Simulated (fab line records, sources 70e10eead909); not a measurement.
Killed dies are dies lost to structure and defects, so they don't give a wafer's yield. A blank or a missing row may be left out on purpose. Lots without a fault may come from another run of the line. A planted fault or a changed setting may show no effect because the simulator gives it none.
Chamber matching | flow nand_harc | NHARC_A_STAIRCASE_ETCH_253 on rie_diel-11: 4 sister chambers
The step etches the open film in C4F8/O2, target depth 50 nm, time 20.2 s. 8 wafers are shown with their chamber, then 9 later ones without.

WAFERS WITH THEIR CHAMBER
wafer  | chamber | rf_vpp_V (V) | rf_fwd_power_W (W)
L088.1 | 0       | 905          | 593
L088.4 | 3       | 889          | 585
L091.3 | 0       | 905          | 590
L091.4 | 2       | 893          | 585
L091.6 | 1       | 902          | 593
L089.3 | 3       | 890          | 587
L089.4 | 2       | 893          | 585
L089.6 | 1       | 903          | 594

WAFERS WITHOUT THEIR CHAMBER
wafer  | rf_vpp_V (V) | rf_fwd_power_W (W)
L090.1 | 904          | 589
L090.3 | 903          | 594
L090.5 | 906          | 590
L093.4 | 903          | 595
L093.5 | 905          | 593
L093.6 | 903          | 593
L095.1 | 905          | 596
L095.4 | 887          | 587
L095.6 | 893          | 587

WHICH CHAMBER EACH WENT THROUGH
wafer  | from the rows above     | in truth
L090.1 | can't be placed: 0 or 1 | 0
L090.3 | 1                       | 1
L090.5 | 0                       | 0
L093.4 | 1                       | 1
L093.5 | 0                       | 0
L093.6 | 1                       | 1
L095.1 | can't be placed: 0 or 1 | 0
L095.4 | 3                       | 3
L095.6 | 2                       | 2
Placed correctly: 7 of 9. Can't be placed from these rows: 2 (the true chamber is among the candidates in 2). Placed wrongly: 0.
How it was worked out, from the rows above alone: a wafer's distance from a chamber is the root of the sum, over the readings, of the square of ((its reading less the chamber's mean) divided by the reading's scatter). The wafer belongs to the nearest chamber; if the next one is less than 2 further off, it can't be placed. A chamber's mean is the mean of its shown wafers. The scatter: the root of (the sum of the squares of (reading less its chamber's mean) over the shown wafers, divided by (wafers less chambers)).
